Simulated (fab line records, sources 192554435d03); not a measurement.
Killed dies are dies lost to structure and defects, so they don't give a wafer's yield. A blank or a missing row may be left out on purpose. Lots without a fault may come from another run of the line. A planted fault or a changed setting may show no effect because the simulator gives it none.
A struck lot beside a sound one | flow n5_finfet | 36 steps out of a route of 1938
Sound: wafers L787.3, L787.4, L787.6. Struck: wafers L798.3, L798.4, L798.5. The cause comes at the end.
At each step with rows: each side's tool, then ch and its chambers, then its first start. Under that, the readings that differ: sound wafers | struck wafers | difference of the means | sigmas: that difference in standard deviations of wafers without a fault.
alike: readings whose means differ by less than 2 such deviations, and words and numbers that are the same on both sides. not compared: withheld readings, readings that some wafer has no value for, bounds like >300 that may hide the same value, and numbers for which the record gives no deviation and whose values overlap.
The two part at a step that has a row with sigmas, a row that says differs or no value, or rows on one side only. Numbers that don't overlap but have no deviation are shown without sigmas and don't part them. A reading that every wafer of one side lacks parts them only if that side has two wafers or more.

first, 9 steps without rows for these wafers: N5_WELL_APT_COAT_19 (resist thk 950 nm); N5_WELL_APT_EBR_21; N5_WELL_APT_SOFTBAKE_20 (time 60 s); N5_WELL_APT_EXPOSE_22 (exposes mask PWELL, defocus 0 nm, target cd 200 nm); N5_WELL_APT_PEB_23 (peb time 90 s); N5_WELL_APT_DEVELOP_24 (develop time 45 s); N5_WELL_APT_HARDBAKE_29 (time 120 s); N5_WELL_APT_DESCUM_30 (chemistry O2, time 7.9 s); N5_WELL_APT_IMPLANT_31.
N5_WELL_APT_IMPLANT_32:
  sound on implanter-02 ch 0, day 3 09:31; struck on implanter-02 ch 0, day 6 03:48
  reading                   | sound                | struck               | difference | sigmas
  beam_energy_keV           | 50.000 50.010 50.005 | 60.278 60.265 60.275 | +10.268    | +99 or more
  model.implant.rp_nm (nm)  | 38.16 38.16 38.16    | 44.25 44.25 44.25    | +6.09      |
  model.implant.drp_nm (nm) | 18.55 18.55 18.55    | 21.28 21.28 21.28    | +2.73      |
then, 25 steps without rows for these wafers: N5_WELL_APT_STRIP_33 (strips in SPM, time 900 s); N5_WELL_APT_RTA_34 (time 10 s); N5_WELL_APT_OXIDE_STRIP_42 (strips SiO2 in dHF, time 45 s, target depth 12 nm); N5_WELL_APT_PRECLEAN_36 (cleans in O3/DIW, time 45 s); N5_WELL_APT_PRECLEAN_39 (cleans in dHF, time 60 s); N5_WELL_APT_SRD_37 (time 30 s); N5_WELL_APT_EPI_41 (deposits Si from SiH4/H2, target thk 50 nm, time 297.7 s); N5_PMOS_HMC_CHANNEL_EPI_HM_DEP_34 (deposits SiO2 from TEOS/O2, target thk 36 nm, time 6.9 s); N5_PMOS_HMC_CHANNEL_EPI_COAT_31 (time 60 s, resist thk 66 nm); N5_PMOS_HMC_CHANNEL_EPI_COAT_03 (resist thk 205 nm); N5_PMOS_HMC_CHANNEL_EPI_EBR_05; N5_PMOS_HMC_CHANNEL_EPI_SOFTBAKE_04 (time 60 s); N5_PMOS_HMC_CHANNEL_EPI_EXPOSE_06 (exposes mask PMOS HMC BLK, target cd 240 nm); N5_PMOS_HMC_CHANNEL_EPI_PEB_07 (peb time 60 s); N5_PMOS_HMC_CHANNEL_EPI_DEVELOP_08 (develop time 30 s); N5_PMOS_HMC_CHANNEL_EPI_DESCUM_14 (chemistry O2, time 7.9 s); N5_PMOS_HMC_CHANNEL_EPI_ETCH_32 (etches BARC in N2/H2, stops on SiO2, target depth 85.8 nm, time 50.3 s); N5_PMOS_HMC_CHANNEL_EPI_HM_OPEN_15 (chemistry CHF3/O2, target SiO2, target depth 40.6 nm, time 20.3 s); N5_PMOS_HMC_CHANNEL_EPI_STRIP_33 (strips in N2/H2); N5_PMOS_HMC_CHANNEL_EPI_STRIP_17 (strips in SPM, time 750 s); N5_PMOS_HMC_CHANNEL_EPI_ETCH_38 (etches SiO2 in CF4, target depth 1.5 nm); N5_PMOS_HMC_CHANNEL_EPI_FIN_RECESS_16 (chemistry HBr/Cl2, target Si, target depth 54 nm, time 18 s); N5_PMOS_HMC_CHANNEL_EPI_PRECLEAN_36 (cleans in O3/DIW, time 45 s); N5_PMOS_HMC_CHANNEL_EPI_PRECLEAN_18 (cleans in DHF, time 30 s); N5_PMOS_HMC_CHANNEL_EPI_SRD_19 (time 30 s).
-- the record jumps here: 7 days lie between the struck wafers' starts before and after (it left off in module PMOS_HMC_CHANNEL_EPI and takes up again in module BEOL_M4, whose first step shown is number 1111 of the route) --
N5_BEOL_M4_RC_MEAS_101:
  sound on prober-02 ch 0, day 9 21:12; struck on prober-02 ch 0, day 12 21:02
  reading           | sound          | struck         | difference | sigmas
  CJ_N              | 4.50 4.51 4.49 | 3.75 3.73 3.68 | -0.78      | -10
  DIBL_P (mV/V)     | 32.0 33.3 35.1 | 40.7 35.6 36.8 | +4.2       | +2
  RS_PWELL (ohm/sq) | 3031 3047 3018 | 2849 2821 2823 | -201       | -8
  alike: DIBL_N, IOFF_N, IOFF_P, ION_N, ION_P, SS_N, SS_P, VT_N, VT_P

WHERE THEY PART
First at N5_WELL_APT_IMPLANT_32; last, within this record, at N5_BEOL_M4_RC_MEAS_101.

WHY: what the simulator had put in
Process parameter drift: implanter-02, from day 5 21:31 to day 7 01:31, at N5_WELL_APT_IMPLANT_32. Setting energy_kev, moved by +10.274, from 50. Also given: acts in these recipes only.
